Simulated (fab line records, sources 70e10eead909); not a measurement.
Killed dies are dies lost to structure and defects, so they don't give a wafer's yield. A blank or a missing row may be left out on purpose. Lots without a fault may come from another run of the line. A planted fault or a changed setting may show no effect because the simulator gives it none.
fab line records | flow nand_harc | part 1 of 2: steps 1 to 23 of 33
record lots=5 wafers=15 last_day=23
route steps=1159 shown A_STAIRCASE@668
lots that met no fault: from a run of the same line without faults
start_h: hours from the record's first day to the start of the lot's first wafer shown | wait_h: hours since the lot's step before | " the same as in the row above | L1.1+2: a row that stands for several wafers | - no value, or no start given | * or withheld: withheld | < > ~ a bound
route shown NAME@n: a module of which the file shows steps, and the number in the route of the first | usual: mean/standard deviation of fault-free wafers | same: alike in all rows | chamber/n: place in a boat | sites: the reading at each site | _std_site: their standard deviation | _edge_site: outer sites' mean less inner sites' | radius_mm: how far each site lies from the wafer's centre | mask NAME#n: copy n | behind: the tool/chamber that last shaped the wafer | hold: why the lot was held/for how many hours/how that ended | device: the transistor (n, p or np) that didn't switch | end of line: the same wafers' tests at the end of the route | a step without rows: its recipe alone | killed: dies lost to structure and defects at the first sort, not the wafer's yield | map: a wafer's dies, x killed, . not, _ none there
set.NAME: the setting as run; set.NAME@STEP: as run at that earlier step | model.NAME: the simulator's own value behind a step, which no gauge read
lots at some steps of the route; a table a step, a row a wafer
services: from which hour (start_h, from the record's first day; less than 0 if before it) a tool's chamber was out of use, for how many hours, and why
## steps
# step NHARC_A_STAIRCASE_ETCH_452
# recipe target_depth_a=300 overetch_a=30 time_s=16.5 ion_energy_ev=100 cf4_flow_sccm=80 o2_flow_sccm=20 ar_flow_sccm=0 rf_w=300 bias_w=100 chemistry=CF4/O2
# usual cf4_flow_sccm=79.99/0.27 drypump_motor_current_A=5.8/0.41 oes_product_au=1.000/0.01 rf_vpp_V=197.4/1.4 showerhead_plenum_p_Torr=1.32/0.055 throttle_valve_pct=13.397/0.009
# columns lot.wafer tool chamber start_h wait_h cf4_flow_sccm drypump_motor_current_A oes_product_au rf_hours_counter_h rf_vpp_V showerhead_plenum_p_Torr throttle_valve_pct
L079.4 rie_diel-02 3 - - 80.27 5.4 1.011 46 199.2 1.39 13.382
L079.5 " 1 " " 80.01 5.5 0.992 - 198.0 1.30 13.408
L079.6 " 2 " " 79.93 6.1 1.007 - 198.1 1.33 13.392
L082.3 rie_diel-02 2 - - 80.20 6.1 1.009 50 197.0 1.33 13.394
L082.2 " 3 " " 80.21 5.4 1.011 52 199.7 1.39 13.410
L082.5 " 2 " " 80.02 6.1 1.010 - 198.4 1.33 13.403
L081.3 rie_diel-02 3 - - 80.07 5.4 1.017 53 199.0 1.39 13.401
L081.1 " 1 " " 79.81 5.5 0.989 49 195.5 1.30 13.395
L081.4 " 2 " " 80.07 6.1 1.014 51 197.2 1.33 13.401
L089.2 rie_diel-04 0 - - 80.36 5.8 0.983 21 195.6 1.25 13.390
L089.4 " 1 " " 79.82 6.5 1.013 19 197.2 1.33 13.397
L089.3 " 2 " " 80.06 6.3 0.993 15 199.6 1.44 13.393
L092.4 rie_diel-02 1 - - 80.07 5.5 0.983 6 197.4 1.29 13.401
L092.2 " 2 " " 79.62 6.1 0.996 6 197.4 1.32 13.399
L092.3 " 0 " " 80.03 5.4 0.993 5 197.4 1.31 13.407
# step NHARC_A_STAIRCASE_ETCH_294
# recipe target_depth_a=49920 time_s=1212.4 ion_energy_ev=800 c4f8_flow_sccm=80 o2_flow_sccm=60 ar_flow_sccm=withheld rf_w=600 bias_w=3000 chemistry=C4F8/O2/Ar
# usual oes_product_au=0.934/0.012 rf_vpp_V=1824/10
# columns lot.wafer tool chamber start_h wait_h oes_product_au rf_hours_counter_h rf_vpp_V
L079.4 rie_diel-02 0 - - 0.935 44 1823
L079.6 " 0 " " 0.937 - 1823
L079.5 " 1 " " 0.915 - 1821
L082.3 rie_diel-02 1 - - 0.910 48 1821
L082.2 " 2 " " 0.944 50 1825
L082.5 " 1 " " 0.914 - 1820
L081.4 rie_diel-02 1 - - 0.909 50 1818
L081.3 " 3 " " 0.945 53 1836
L081.1 " 0 " " 0.923 51 1824
L089.3 rie_diel-04 1 - - 0.951 19 1826
L089.2 " 2 " " 0.935 15 1845
L089.4 " 3 " " 0.935 22 1814
L092.2 rie_diel-02 0 - - 0.947 5 1822
L092.3 " 1 " " 0.941 6 1819
L092.4 " 3 " " 0.943 5 1835
# step NHARC_A_STAIRCASE_STRIP_295
# recipe o2_flow_sccm=500 ar_flow_sccm=0 bias_w=0 chemistry=O2
# usual drypump_motor_current_A=5.8/0.4 oes_product_au=0.999/0.011 rf_vpp_V=57.7/0.97 showerhead_plenum_p_Torr=3.49/0.14 throttle_valve_pct=17.038/0.009
# columns lot.wafer tool chamber start_h wait_h drypump_motor_current_A oes_product_au rf_hours_counter_h rf_vpp_V showerhead_plenum_p_Torr throttle_valve_pct
L079.4 rie_diel-02 2 - - 6.1 1.013 43 56.7 3.51 17.033
L079.6 " 0 " " 5.4 0.991 - 56.5 3.48 17.027
L079.5 " 1 " " 5.5 0.991 - 58.7 3.43 17.045
L082.2 rie_diel-02 0 - - 5.5 0.997 51 57.6 3.48 17.045
L082.3 " 1 " " 5.5 0.990 49 56.8 3.43 17.050
L082.5 " 1 " " 5.5 0.983 - 57.6 3.43 17.047
L081.4 rie_diel-02 0 - - 5.5 0.999 52 58.5 3.48 17.048
L081.3 " 1 " " 5.5 0.976 50 57.5 3.43 17.040
L081.1 " 2 " " 6.1 1.008 52 58.7 3.51 17.042
L089.3 rie_diel-04 0 - - 5.8 0.983 22 57.3 3.31 17.047
L089.4 " 1 " " 6.6 1.022 20 57.5 3.53 17.042
L089.2 " 2 " " 6.3 0.988 17 59.3 3.80 17.033
L092.2 rie_diel-02 0 - - 5.4 0.979 6 58.1 3.47 17.032
L092.4 " 1 " " 5.5 0.989 7 57.5 3.42 17.032
L092.3 " 2 " " 6.1 0.995 6 55.6 3.50 17.036
# step NHARC_A_STAIRCASE_STRIP_296
# recipe time_s=900 temp_c=130 chemistry=SPM
# columns lot.wafer tool chamber start_h wait_h
L079.6+5+4 wet_bench-01 3,4,7 282.81 -
L082.2+3+5 wet_bench-01 3,6,7 296.93 -
L081.3+4+1 wet_bench-01 0,3,4 299.11 -
L089.3+4+2 wet_bench-01 7,0,2 350.80 -
L092.2+4+3 wet_bench-03 0,1,4 354.17 -
# step NHARC_A_STAIRCASE_PRECLEAN_297
# recipe time_s=* temp_c=50 bath_age_min=0 chemistry=SC1
# usual h2o2_flow_mL_min=56.61/0.18
# columns lot.wafer tool chamber start_h wait_h h2o2_flow_mL_min
L079.6 wet_bench-01 3 - - 56.73
L079.5 " 4 " " 56.60
L079.4 " 7 " " 56.90
L082.2 wet_bench-01 3 - - 56.68
L082.3 " 6 " " 56.43
L082.5 " 7 " " 56.65
L081.3 wet_bench-01 0 - - 56.59
L081.4 " 3 " " 56.56
L081.1 " 4 " " 56.89
L089.3 wet_bench-01 7 - - 56.63
L089.4 " 0 " " 56.51
L089.2 " 2 " " 56.78
L092.2 wet_bench-03 0 - - 56.66
L092.4 " 1 " " 56.50
L092.3 " 4 " " 56.78
# step NHARC_A_STAIRCASE_SRD_298
# columns lot.wafer tool chamber start_h wait_h
L079.6+5+4 wet_bench-01 3,4,7 - -
L082.2+3+5 wet_bench-01 3,6,7 - -
L081.3+4+1 wet_bench-01 0,3,4 - -
L089.3+4+2 wet_bench-01 7,0,2 - -
L092.2+4+3 wet_bench-03 0,1,4 - -
# step NHARC_A_STAIRCASE_HM_DEP_462
# recipe target_thk_a=8000 temp_c=400 material=aC
# usual throttle_valve_pct=35.000/0.0091
# columns lot.wafer tool chamber start_h wait_h throttle_valve_pct
L079.4 acl_dep-03 0 284.25 1.0 35.010
L079.5 " 0 " " 34.998
L079.6 " 0 " " 34.996
L082.2 acl_dep-02 0 300.25 2.9 35.001
L082.3 " 0 " " 34.991
L082.5 " 0 " " 35.004
L081.1 acl_dep-03 0 302.63 3.1 34.997
L081.3 " 0 " " 34.995
L081.4 " 0 " " 34.988
L089.2 acl_dep-03 0 351.75 0.5 35.011
L089.3 " 0 " " 35.012
L089.4 " 0 " " 35.003
L092.2 acl_dep-01 0 358.55 3.9 35.001
L092.3 " 0 " " 35.004
L092.4 " 0 " " 35.007
# step NHARC_A_STAIRCASE_DEP_301
# recipe target_thk_a=300 target_thk_nm=30 temp_c=400 pressure_torr=3.5 flow_sccm=200 rf_w=350 material=SiON
# usual heater_power_w=771/110
# columns lot.wafer tool chamber start_h wait_h heater_power_w
L079.4 pecvd-03 2 285.28 0.7 881
L079.6 " 0 " " 844
L079.5 " 1 " " 727
L082.3 pecvd-01 0 301.79 0.9 833
L082.2 " 1 " " 651
L082.5 " 0 " " 840
L081.3 pecvd-04 1 304.50 0.9 811
L081.1 " 2 " " 704
L081.4 " 2 " " 677
L089.3 pecvd-01 2 353.31 0.9 528
L089.2 " 1 " " 702
L089.4 " 1 " " 713
L092.2 pecvd-04 2 360.10 1.2 645
L092.3 " 0 " " 812
L092.4 " 0 " " 814
# step NHARC_A_STAIRCASE_DEHYDRATE_302
# recipe temp_c=150 time_s=120
# usual plate_temp_C=150.00/0.16
# columns lot.wafer tool chamber start_h wait_h plate_temp_C
L079.4 litho_track-07 0 285.47 0.2 150.04
L079.5 " 0 " " 150.01
L079.6 " 0 " " 149.81
L082.2 litho_track-07 0 302.06 0.2 150.14
L082.3 " 0 " " 149.99
L082.5 " 0 " " 150.02
L081.1 litho_track-05 0 304.77 0.2 150.14
L081.3 " 0 " " 150.29
L081.4 " 0 " " 150.16
L089.2 litho_track-05 0 353.61 0.2 149.88
L089.3 " 0 " " 149.96
L089.4 " 0 " " 149.96
L092.2 litho_track-05 0 360.37 0.2 150.03
L092.3 " 0 " " 149.93
L092.4 " 0 " " 149.90
# step NHARC_A_STAIRCASE_HMDS_303
# recipe time_s=30
# columns lot.wafer tool chamber start_h wait_h
L079.4+5+6 litho_track-07 0 - -
L082.2+3+5 litho_track-07 0 - -
L081.1+3+4 litho_track-05 0 - -
L089.2+3+4 litho_track-05 0 - -
L092.2+3+4 litho_track-05 0 - -
# step NHARC_A_STAIRCASE_COAT_304
# recipe spin_rpm=1200
# columns lot.wafer tool chamber start_h wait_h
L079.4+5+6 litho_track-07 0 - -
L082.2+3+5 litho_track-07 0 - -
L081.1+3+4 litho_track-05 0 - -
L089.2+3+4 litho_track-05 0 - -
L092.2+3+4 litho_track-05 0 - -
# step NHARC_A_STAIRCASE_SOFTBAKE_305
# recipe temp_c=135 time_s=170
# usual plate_temp_C=135.01/0.14
# columns lot.wafer tool chamber start_h wait_h plate_temp_C
L079.4 litho_track-07 0 - - 134.89
L079.5 " 0 " " 135.09
L079.6 " 0 " " 135.04
L082.2 litho_track-07 0 - - 134.82
L082.3 " 0 " " 135.22
L082.5 " 0 " " 134.79
L081.1 litho_track-05 0 - - 134.99
L081.3 " 0 " " 134.93
L081.4 " 0 " " 134.87
L089.2 litho_track-05 0 - - 135.01
L089.3 " 0 " " 134.90
L089.4 " 0 " " 134.98
L092.2 litho_track-05 0 - - 135.12
L092.3 " 0 " " 134.89
L092.4 " 0 " " 134.95
# step NHARC_A_STAIRCASE_EBR_306
# columns lot.wafer tool chamber start_h wait_h
L079.4+5+6 litho_track-07 0 - -
L082.2+3+5 litho_track-07 0 - -
L081.1+3+4 litho_track-05 0 - -
L089.2+3+4 litho_track-05 0 - -
L092.2+3+4 litho_track-05 0 - -
# step NHARC_A_STAIRCASE_EXPOSE_307
# recipe na=0.5 dose_mj=45.72 mask_id=CHOP_50
# columns lot.wafer tool chamber start_h wait_h mask
L079.4+5+6 krf_scanner-01 0 285.70 - CHOP_50#0
L082.2+3+5 krf_scanner-04 0 302.40 - CHOP_50#0
L081.1+3+4 krf_scanner-04 0 304.98 - CHOP_50#0
L089.2+3+4 krf_scanner-01 0 353.95 - CHOP_50#0
L092.2+3+4 krf_scanner-02 0 360.71 - CHOP_50#0
# step NHARC_A_STAIRCASE_PEB_308
# recipe peb_temp_c=115 peb_time_s=130
# usual plate_temp_C=115.01/0.13
# columns lot.wafer tool chamber start_h wait_h plate_temp_C
L079.4 litho_track-05 0 285.75 0.0 115.02
L079.5 " 0 " " 114.98
L079.6 " 0 " " 114.89
L082.2 litho_track-07 0 302.46 0.1 115.18
L082.3 " 0 " " 115.25
L082.5 " 0 " " 115.14
L081.1 litho_track-07 0 305.04 0.1 114.85
L081.3 " 0 " " 115.19
L081.4 " 0 " " 114.86
L089.2 litho_track-05 0 354.02 0.1 115.04
L089.3 " 0 " " 115.08
L089.4 " 0 " " 115.31
L092.2 litho_track-07 0 360.77 0.1 115.18
L092.3 " 0 " " 114.85
L092.4 " 0 " " 115.05
# step NHARC_A_STAIRCASE_DEVELOP_309
# recipe time_s=140
# columns lot.wafer tool chamber start_h wait_h
L079.4+5+6 litho_track-05 0 - -
L082.2+3+5 litho_track-07 0 - -
L081.1+3+4 litho_track-07 0 - -
L089.2+3+4 litho_track-05 0 - -
L092.2+3+4 litho_track-07 0 - -
# step NHARC_A_STAIRCASE_HARDBAKE_311
# recipe temp_c=120 time_s=140
# columns lot.wafer tool chamber start_h wait_h
L079.4+5+6 litho_track-02 0 285.98 -
L082.2+3+5 litho_track-02 0 302.68 -
L081.1+3+4 litho_track-05 0 305.26 -
L089.2+3+4 litho_track-02 0 354.24 -
L092.2+3+4 litho_track-02 0 360.99 -
# step NHARC_A_STAIRCASE_DESCUM_312
# recipe time_s=3 o2_flow_sccm=200 ar_flow_sccm=0 bias_power_w=0 chemistry=O2
# usual drypump_motor_current_A=5.8/0.4 oes_product_au=1.000/0.011 rf_vpp_V=57.8/0.86 showerhead_plenum_p_Torr=1.90/0.079 throttle_valve_pct=11.310/0.0096
# columns lot.wafer tool chamber start_h wait_h drypump_motor_current_A oes_product_au rf_hours_counter_h rf_vpp_V showerhead_plenum_p_Torr throttle_valve_pct
L079.6 rie_diel-13 2 286.09 - 5.8 1.001 - 56.2 1.87 11.311
L079.4 " 3 " " 5.4 0.986 - 58.8 2.06 11.311
L079.5 " 1 " " 6.3 0.999 - 56.8 1.89 11.318
L082.3 rie_diel-02 2 302.78 - 6.1 0.999 53 56.7 1.90 11.317
L082.2 " 3 " " 5.4 1.010 54 57.1 1.99 11.327
L082.5 " 2 " " 6.1 1.004 - 57.9 1.90 11.316
L081.4 rie_diel-02 2 305.35 - 6.1 0.998 54 57.1 1.90 11.292
L081.3 " 0 " " 5.4 1.002 53 58.6 1.89 11.320
L081.1 " 1 " " 5.5 0.989 52 56.7 1.86 11.316
L089.2 rie_diel-04 2 354.33 - 6.3 0.992 19 59.1 2.07 11.303
L089.3 " 3 " " 6.1 0.990 24 57.5 1.82 11.297
L089.4 " 1 " " 6.5 1.013 23 56.9 1.91 11.320
L092.3 rie_diel-04 2 361.08 - 6.3 0.994 23 58.8 2.07 11.312
L092.2 " 3 " " 6.1 0.996 27 58.5 1.81 11.318
L092.4 " 1 " " 6.6 1.023 27 57.9 1.91 11.307
# step NHARC_A_STAIRCASE_ETCH_313
# recipe cf4_flow_sccm=100 chf3_flow_sccm=30 ar_flow_sccm=0 rf_w=500 bias_w=200 chemistry=CF4/CHF3
# usual cf4_flow_sccm=100.00/0.28 drypump_motor_current_A=5.8/0.4 oes_product_au=0.936/0.021 rf_vpp_V=370.1/2.3 showerhead_plenum_p_Torr=1.56/0.065 throttle_valve_pct=16.802/0.0084
# columns lot.wafer tool chamber start_h wait_h cf4_flow_sccm drypump_motor_current_A oes_product_au rf_hours_counter_h rf_vpp_V showerhead_plenum_p_Torr throttle_valve_pct
L079.4 rie_diel-13 2 286.19 0.1 99.78 5.8 0.938 0 368.1 1.54 16.797
L079.6 " 3 " " 99.71 5.4 0.938 - 372.7 1.68 16.821
L079.5 " 0 " " 99.95 5.3 1.004 - 368.2 1.49 16.798
L082.3 rie_diel-02 3 302.86 0.1 100.12 5.3 0.943 54 372.3 1.63 16.801
L082.2 " 2 " " 99.75 6.1 0.935 53 370.6 1.56 16.802
L082.5 " 3 " " 100.32 5.3 0.936 - 370.0 1.63 16.800
L081.4 rie_diel-02 2 305.45 0.1 100.22 6.1 0.938 54 369.5 1.56 16.787
L081.1 " 3 " " 100.06 5.4 0.935 55 372.5 1.63 16.784
L081.3 " 0 " " 99.89 5.5 0.934 53 369.8 1.55 16.808
L089.2 rie_diel-04 3 354.41 0.1 99.83 6.1 0.931 24 366.7 1.50 16.802
L089.3 " 0 " " 100.12 5.8 0.919 24 366.2 1.47 16.802
L089.4 " 1 " " 100.37 6.5 0.949 23 370.0 1.57 16.812
L092.4 rie_diel-04 3 361.16 0.1 99.90 6.2 0.918 27 368.6 1.50 16.794
L092.2 " 1 " " 99.71 6.5 0.944 27 371.7 1.57 16.795
L092.3 " 2 " " 100.29 6.3 0.918 23 373.6 1.69 16.791
# step NHARC_A_STAIRCASE_HM_OPEN_463
# recipe o2_flow_sccm=400 cos_flow_sccm=20 ar_flow_sccm=0 rf_w=500 bias_w=300 chemistry=O2/COS
# usual drypump_motor_current_A=5.8/0.4 oes_product_au=1.000/0.012 rf_vpp_V=466.5/2.8 showerhead_plenum_p_Torr=3.09/0.13 throttle_valve_pct=28.328/0.0097
# columns lot.wafer tool chamber start_h wait_h drypump_motor_current_A oes_product_au rf_hours_counter_h rf_vpp_V showerhead_plenum_p_Torr throttle_valve_pct
L079.4 rie_diel-13 2 - - 5.8 1.000 0 465.6 3.06 28.326
L079.5 " 3 " " 5.5 0.989 - 472.6 3.34 28.330
L079.6 " 0 " " 5.3 1.005 - 465.1 2.96 28.339
L082.3 rie_diel-02 3 - - 5.4 1.031 54 469.7 3.24 28.336
L082.2 " 0 " " 5.4 1.007 53 467.5 3.08 28.318
L082.5 " 3 " " 5.4 1.022 - 468.9 3.24 28.320
L081.4 rie_diel-02 0 - - 5.4 1.006 53 467.1 3.08 28.325
L081.3 " 1 " " 5.5 0.994 52 465.1 3.03 28.338
L081.1 " 3 " " 5.4 1.013 55 470.4 3.24 28.317
L089.4 rie_diel-04 1 - - 6.6 1.024 23 466.9 3.12 28.331
L089.3 " 3 " " 6.2 0.993 24 462.7 2.97 28.311
L089.2 " 0 " " 5.8 0.995 24 462.8 2.92 28.317
L092.2 rie_diel-04 2 - - 6.3 0.993 23 471.5 3.36 28.327
L092.3 " 3 " " 6.2 0.995 27 464.7 2.97 28.318
L092.4 " 1 " " 6.5 1.020 27 467.3 3.12 28.328
# step NHARC_A_STAIRCASE_STRIP_464
# recipe o2_flow_sccm=400 cos_flow_sccm=20 ar_flow_sccm=0 bias_w=0 chemistry=O2/COS
# columns lot.wafer tool chamber start_h wait_h
L079.4+5+6 rie_diel-13 2,0,1 - -
L082.3+2+5 rie_diel-02 3,2,3 - -
L081.3+1+4 rie_diel-02 0,1,2 - -
L089.4+3+2 rie_diel-04 1,2,3 - -
L092.2+3+4 rie_diel-04 2,3,0 - -
# step NHARC_A_STAIRCASE_ETCH_453
# recipe target_depth_a=300 overetch_a=30 time_s=16.5 ion_energy_ev=100 cf4_flow_sccm=80 o2_flow_sccm=20 ar_flow_sccm=0 rf_w=300 bias_w=100 chemistry=CF4/O2
# usual cf4_flow_sccm=79.99/0.22 drypump_motor_current_A=5.8/0.41 oes_product_au=1.001/0.012 rf_vpp_V=197.5/1.5 showerhead_plenum_p_Torr=1.32/0.055 throttle_valve_pct=13.397/0.0087
# columns lot.wafer tool chamber start_h wait_h cf4_flow_sccm drypump_motor_current_A oes_product_au rf_hours_counter_h rf_vpp_V showerhead_plenum_p_Torr throttle_valve_pct
L079.4 rie_diel-13 3 - - 79.94 5.4 0.996 0 200.1 1.43 13.410
L079.5 " 3 " " 79.80 5.4 0.991 - 199.3 1.43 13.408
L079.6 " 0 " " 80.22 5.3 1.002 - 196.6 1.27 13.398
L082.2 rie_diel-02 0 - - 80.06 5.4 1.000 53 198.0 1.32 13.397
L082.3 " 2 " " 80.43 6.1 0.995 53 197.1 1.33 13.398
L082.5 " 1 " " 79.79 5.5 0.970 - 196.3 1.30 13.392
L081.1 rie_diel-02 0 - - 79.97 5.4 1.002 53 196.6 1.32 13.393
L081.3 " 1 " " 79.73 5.5 0.976 52 195.5 1.30 13.389
L081.4 " 2 " " 79.66 6.1 1.001 54 197.3 1.33 13.397
L089.3 rie_diel-04 0 - - 80.28 5.8 0.995 24 195.1 1.25 13.395
L089.4 " 1 " " 79.96 6.5 1.028 23 196.9 1.33 13.398
L089.2 " 3 " " 79.73 6.2 0.995 24 196.1 1.27 13.404
L092.4 rie_diel-04 2 - - 79.90 6.3 1.000 23 201.1 1.44 13.389
L092.3 " 3 " " 79.63 6.1 1.007 27 195.7 1.27 13.379
L092.2 " 0 " " 79.96 5.8 0.991 26 195.0 1.25 13.393
# step NHARC_A_STAIRCASE_ETCH_315
# recipe target_depth_a=25000 time_s=607.1 ion_energy_ev=800 c4f8_flow_sccm=80 o2_flow_sccm=60 ar_flow_sccm=withheld rf_w=600 bias_w=3000 chemistry=C4F8/O2/Ar
# usual oes_product_au=0.932/0.012 rf_vpp_V=1825/10
# columns lot.wafer tool chamber start_h wait_h oes_product_au rf_hours_counter_h rf_vpp_V
L079.4 rie_diel-13 2 - - 0.931 0 1821
L079.6 " 0 " " 0.931 - 1814
L079.5 " 1 " " 0.924 - 1823
L082.3 rie_diel-02 2 - - 0.942 53 1826
L082.2 " 1 " " 0.921 51 1819
L082.5 " 2 " " 0.939 - 1826
L081.1 rie_diel-02 2 - - 0.943 54 1824
L081.3 " 0 " " 0.940 54 1823
L081.4 " 1 " " 0.921 52 1821
L089.2 rie_diel-04 1 - - 0.944 23 1827
L089.4 " 3 " " 0.945 24 1813
L089.3 " 0 " " 0.926 24 1811
L092.4 rie_diel-04 1 - - 0.950 27 1826
L092.3 " 3 " " 0.930 27 1815
L092.2 " 0 " " 0.937 27 1811
